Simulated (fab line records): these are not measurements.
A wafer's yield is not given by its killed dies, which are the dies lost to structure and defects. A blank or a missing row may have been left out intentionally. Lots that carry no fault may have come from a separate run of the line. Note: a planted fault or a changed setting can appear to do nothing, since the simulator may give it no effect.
Matching of chambers ; flow nand harc ; cmp-02 running NHARC_A_CONTACT_CMP_20: 4 sister chambers
The step polishes, t overpolish 30 s, target thk 300 nm. 4 wafers are shown with their chamber, then 8 later ones without.

## EACH WAFER AND ITS CHAMBER
wafer;chamber;motor current A (A)
L184.2;0;14.9
L185.1;2;12.0
L185.5;1;12.9
L190.1;3;10.3

## WAFERS WITHOUT THEIR CHAMBER
wafer;motor current A (A)
L190.4;14.3
L190.5;13.7
L188.3;14.7
L188.4;9.6
L188.6;11.8
L192.2;9.2
L192.3;12.2
L192.5;14.2

## CHAMBER TAKEN BY EACH
wafer;from the rows above;in truth
L190.4;can't be placed: 0 or 1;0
L190.5;can't be placed: 1 or 0 or 2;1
L188.3;0;0
L188.4;3;3
L188.6;can't be placed: 2 or 1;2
L192.2;3;3
L192.3;can't be placed: 2 or 1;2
L192.5;can't be placed: 0 or 1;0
Placed correctly: 3 of 8. Can't be placed from these rows: 5 (the true chamber is among the candidates in 5). Placed wrongly: 0.
How it was worked out, from the rows above alone: a wafer's distance from a chamber is the root of the sum, over the readings, of the square of ((its reading less the chamber's mean) divided by the reading's scatter). The wafer belongs to the nearest chamber; if the next one is less than 2 further off, it can't be placed. Each chamber's mean is taken over the wafers shown for it. The scatter (one wafer shown for each chamber): square how far every hidden wafer sits from the nearest shown wafer, average those squares and take the square root.
